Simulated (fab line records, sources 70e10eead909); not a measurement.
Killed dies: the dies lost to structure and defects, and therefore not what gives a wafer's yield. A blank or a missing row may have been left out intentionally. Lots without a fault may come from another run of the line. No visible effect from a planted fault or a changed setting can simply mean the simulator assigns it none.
Matching of chambers | flow nand_harc | pecvd-01 running NHARC_P_M1_PRE_CLEAN_32: 3 sister chambers
The step time 12 s. 6 wafers are shown with their chamber, then 9 later ones without.

## EACH WAFER AND ITS CHAMBER
wafer  | chamber | heater_power_w (W)
L082.6 | 0       | 615
L081.2 | 0       | 596
L086.2 | 1       | 758
L088.1 | 2       | 631
L088.2 | 1       | 784
L088.4 | 2       | 665

## WAFERS MISSING THEIR CHAMBER
wafer  | heater_power_w (W)
L090.4 | 732
L090.5 | 585
L090.6 | 625
L096.1 | 686
L096.4 | 660
L096.6 | 632
L095.3 | 653
L095.4 | 611
L095.6 | 639

## THE CHAMBER EACH PASSED THROUGH
wafer  | from the rows above     | in truth
L090.4 | 1                       | 1
L090.5 | 0                       | 0
L090.6 | can't be placed: 0 or 2 | 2
L096.1 | 2                       | 2
L096.4 | 2                       | 2
L096.6 | can't be placed: 2 or 0 | 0
L095.3 | 2                       | 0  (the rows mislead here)
L095.4 | can't be placed: 0 or 2 | 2
L095.6 | can't be placed: 2 or 0 | 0
Correctly placed: 4 of 9. From these rows, 4 cannot be placed; in 4 the true chamber is one of the candidates. Wrongly placed: 1.
How it was worked out, from the rows above alone: a wafer's distance from a chamber is the root of the sum, over the readings, of the square of ((its reading less the chamber's mean) divided by the reading's scatter). If the next closest chamber is less than 2 further off than the closest, the wafer can't be placed; otherwise it belongs to the closest. Each chamber's mean is taken over the wafers shown for it. The scatter: the root of (the sum of the squares of (reading less its chamber's mean) over the shown wafers, divided by (wafers less chambers)).
